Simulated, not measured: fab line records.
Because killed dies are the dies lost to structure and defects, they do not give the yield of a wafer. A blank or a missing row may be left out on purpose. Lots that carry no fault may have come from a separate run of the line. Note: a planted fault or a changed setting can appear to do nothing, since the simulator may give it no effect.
Split-lot experiment + flow n5-finfet + on a route of 1938 steps: 7 lots, 21 wafers read

ABOUT THE SPLIT
At N5_BEOL_M0_SAQP_SPACER1_ALD_98 (deposits SiO2, target thk 12.8 nm, pulse time 1 s, purge time 2 s), the setting ald-cycles was moved away from the recipe's 138 on 6 of the 21 wafers read, by -9.4% to +15.9%. All remaining wafers had this setting at the recipe value.

FROM THE SPLIT TO THE READING: what the file shows between them, 2 steps
- N5_BEOL_M0_SAQP_SPACER1_ETCHBACK_99: etches SiO2 in CHF3/O2, target depth 15.4 nm, time 7.7 s
- N5_BEOL_M0_SAQP_MANDREL1_REMOVE_100: chemistry HBr/Cl2/O2, target a-Si, stops on SiNx, bt time 10 s

THE READING
Shown in nm: cd-nm at N5_BEOL_M0_SAQP_CD_MEAS_25, with target cd 13.1 nm. Fault-free wafers of this fab line usually give 12.79 nm, standard deviation 0.23 nm.

| wafer  | tool, chamber at the split | ald-cycles as run | against the recipe | cd-nm, nm | against lot-mates on the recipe |
|--------|----------------------------|-------------------|--------------------|-----------|---------------------------------|
| L074.1 | ald-sin-02, 3,1,3          | 138               | recipe             | 12.99     | -                               |
| L074.2 | ald-sin-02, 3,1,3          | 138               | recipe             | 12.56     | -                               |
| L074.5 | ald-sin-02, 3,1,3          | 138               | recipe             | 12.47     | -                               |
| L082.2 | ald-sin-02, 1,3            | 138               | recipe             | 12.63     | -                               |
| L082.5 | ald-sin-02, 1,3            | 138               | recipe             | 12.91     | -                               |
| L082.6 | ald-sin-02, 2              | 146               | +5.8%              | 13.65     | +0.88                           |
| L084.4 | ald-sin-01, 2,0,3          | 138               | recipe             | 12.81     | -                               |
| L084.5 | ald-sin-01, 2,0,3          | 138               | recipe             | 12.88     | -                               |
| L084.6 | ald-sin-01, 2,0,3          | 138               | recipe             | 12.98     | -                               |
| L086.1 | ald-sin-02, 1,2            | 138               | recipe             | 12.84     | -                               |
| L086.4 | ald-sin-02, 2              | 125               | -9.4%              | 12.03     | -0.87                           |
| L086.5 | ald-sin-02, 1,2            | 138               | recipe             | 12.96     | -                               |
| L091.1 | ald-sin-04, 2,1,1          | 138               | recipe             | 12.51     | -                               |
| L091.4 | ald-sin-04, 2,1,1          | 138               | recipe             | 13.13     | -                               |
| L091.5 | ald-sin-04, 2,1,1          | 138               | recipe             | 12.70     | -                               |
| L092.3 | ald-sin-02, 3              | 160               | +15.9%             | 14.97     | +2.11                           |
| L092.5 | ald-sin-02, 3              | 160               | +15.9%             | 14.72     | +1.86                           |
| L092.6 | ald-sin-02, 1              | 138               | recipe             | 12.86     | -                               |
| L093.3 | ald-sin-04, 3              | 138               | recipe             | 12.75     | -                               |
| L093.4 | ald-sin-04, 0              | 125               | -9.4%              | 12.09     | -0.66                           |
| L093.6 | ald-sin-04, 0              | 125               | -9.4%              | 11.74     | -1.01                           |
If several chambers appear in one row, that row covers several wafers at once and the file leaves open which wafer was in which chamber.

FIT RESULTS
A straight line over all 21 wafers: cd-nm changes by +0.116 nm for each +1% of ald-cycles; r = +0.96; the points scatter about the line by 0.21 nm.
The same after taking each lot's own level away (the mean of its wafers on the recipe; 21 wafers): +0.114 nm for each +1%; r = +0.97; scatter 0.19 nm.
On that fit, the largest move of ald-cycles shifts the reading by 1.8 nm.
The lots' own levels span 12.673 to 12.900 nm, that is 1.0 times the standard deviation above.
Hence the lot-to-lot level has little effect on the slope; both slopes agree.
Check: for one of the wafers moved furthest among these (+15.9%), held out of the fit, the line's prediction against its lot-mates is +1.74 nm. Against them it came out at +2.11 nm.

THESE WAFERS: OTHER SPLITS
These wafers also went through other splits before the reading. Each is held against what the fit with the lots' levels taken away leaves over:
| other split on the same wafers        | wafers away from the commonest value | r with cd-nm (lot level and that fit taken away) |
|---------------------------------------|--------------------------------------|--------------------------------------------------|
| N5_MOL_CONTACT_COAG_EXPOSE_81 dose-mj | 6                                    | -0.01                                            |
| N5_MOL_CONTACT_COAG_EXPOSE_37 dose-mj | 10                                   | +0.12                                            |
| N5_MOL_CONTACT_COAG_ETCH_67 source-w  | 5                                    | +0.26                                            |

THE WHOLE CHAIN: every reading that the file lists as answering this split, in the file's order
| step                                | what it does                                                      | reading                                                                                     | change (the file's fit)               | r (the file's) |
|-------------------------------------|-------------------------------------------------------------------|---------------------------------------------------------------------------------------------|---------------------------------------|----------------|
| N5_BEOL_M0_SAQP_SPACER1_ALD_98      | deposits SiO2, target thk 12.8 nm, pulse time 1 s, purge time 2 s | SiO2_of_BEOL_M0_SAQP_SPACER1_ALD_98.thk-nm (the simulator's own value, which no gauge read) | +0.133 nm for each +1% of the setting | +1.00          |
| N5_BEOL_M0_SAQP_MANDREL1_REMOVE_100 | chemistry HBr/Cl2/O2, target a-Si, stops on SiNx, bt time 10 s    | BEOL_M0_SAQP.cd-nm (the simulator's own value, which no gauge read)                         | +0.119 nm for each +1% of the setting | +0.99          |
| N5_BEOL_M0_SAQP_CD_MEAS_25          | target cd 13.1 nm                                                 | cd-nm                                                                                       | +0.113 nm for each +1% of the setting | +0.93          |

THE FILE'S OWN FIT
cd-nm changes by +0.113 nm for each +1% of ald-cycles, r = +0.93.
